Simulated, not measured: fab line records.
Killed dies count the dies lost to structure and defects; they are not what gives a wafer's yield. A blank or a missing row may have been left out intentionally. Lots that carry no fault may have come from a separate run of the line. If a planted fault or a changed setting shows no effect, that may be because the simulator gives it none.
Struck lot and sound lot, side by side / flow n5 finfet / 16 out of 1938 route steps
Sound: the wafers L731.1, L731.2, L731.6. Struck: wafer L715.4 (left out: L715.2, L715.6 of the same lot, which were not struck); the cause appears at the end.
Order at every step that has rows: each side's tool, ch and its chambers, its first start. Under that, the readings that differ: sound wafers / struck wafers / difference of the means / sigmas: that difference in standard deviations of wafers without a fault.
alike: readings whose means differ by less than 2 such deviations, and words and numbers that are the same on both sides. not compared: withheld readings, readings that some wafer has no value for, bounds like >300 that may hide the same value, and numbers for which the record gives no deviation and whose values overlap.
The two part at a step that has a row with sigmas, a row that says differs or no value, or rows on one side only. Numbers that don't overlap but have no deviation are shown without sigmas and don't part them. A reading missing from all wafers of one side parts the sides only when that side holds two or more wafers.

first, 9 steps without rows for these wafers: N5_BEOL_M0_SAQP_COAT_34 (resist thk 30 nm); N5_BEOL_M0_SAQP_EBR_36; N5_BEOL_M0_SAQP_SOFTBAKE_35 (time 60 s); N5_BEOL_M0_SAQP_EXPOSE_37 (exposes mask M0 CUT1, target cd 30 nm); N5_BEOL_M0_SAQP_PEB_38 (peb time 60 s); N5_BEOL_M0_SAQP_DEVELOP_39 (develop time 30 s); N5_BEOL_M0_SAQP_DESCUM_45 (chemistry O2, time 7 s); N5_BEOL_M0_SAQP_ETCH_88 (etches underlayer in N2/H2, target depth 6.5 nm, time 5.2 s); N5_BEOL_M0_SAQP_ETCH_73 (etches SiARC in CF4, target depth 19.5 nm, time 32.5 s).
N5_BEOL_M0_SAQP_CUT_ETCH_46: etches SOC in N2/H2, target depth 135 nm, overetch 27 nm, time 202.5 s.
  sound on rie diel-04 ch 0,2,3, day 11 05:45; struck on rie diel-04 ch 3, day 7 06:08
reading=model.SiARC_of_BEOL_M0_SAQP_COAT_72.thk nm (nm); sound=5 5 5; struck=3.8; difference=-1.2; sigmas=
reading=model.BEOL_M0_SAQP.cd nm (nm); sound=30 29.8 30.2; struck=30.4; difference=+0.4; sigmas=
  alike: drypump motor current A, h2 flow sccm, rf vpp V, showerhead plenum p Torr, throttle valve pct
  not compared: rf hours counter h
then, 3 steps without rows for these wafers: N5_BEOL_M0_SAQP_STRIP_74 (strips in N2/H2); N5_BEOL_M0_SAQP_STRIP_89 (strips in N2/H2); N5_BEOL_M0_SAQP_ALD_48 (deposits SiO2, target thk 20 nm, pulse time 1 s, co reactant pulse time 1 s).
N5_BEOL_M0_SAQP_ETCH_49: etches SiO2 in CF4/O2, target depth 37 nm.
  sound on rie diel-03 ch 0,1,3, day 11 07:25; struck on rie diel-01 ch 2, day 7 06:51
reading=throttle valve pct (%); sound=15.99 15.52 15.80; struck=16.20; difference=+0.43; sigmas=+2
reading=model.BEOL_M0_SAQP.cd nm (nm); sound=30 29.8 30.2; struck=30.4; difference=+0.4; sigmas=
  alike: drypump motor current A, oes product au, rf vpp V, showerhead plenum p Torr
  not compared: rf hours counter h
then, 1 step without rows for these wafers: N5_BEOL_M0_SAQP_STRIP_75 (strips in CF4).
-- the record jumps here: 2 days lie between the struck wafers' starts before and after (it left off in module BEOL_M0_SAQP and takes up again in module BEOL_M4, whose first step shown is number 1111 of the route) --
N5_BEOL_M4_RC_MEAS_101:
  sound on prober-01 ch 0, day 13 17:46; struck on prober-01 ch 0, day 9 10:13
  alike: DIBL_N, DIBL_P, IOFF_N, IOFF_P, ION_N, ION_P, SS_N, SS_P, VT_N, VT_P

== WHERE THEY PART ==
At N5_BEOL_M0_SAQP_ETCH_49 and nowhere else, as far as this record goes. Later steps at which nothing parts them and some readings are alike: N5_BEOL_M4_RC_MEAS_101.

WHY: the cause the simulator had injected
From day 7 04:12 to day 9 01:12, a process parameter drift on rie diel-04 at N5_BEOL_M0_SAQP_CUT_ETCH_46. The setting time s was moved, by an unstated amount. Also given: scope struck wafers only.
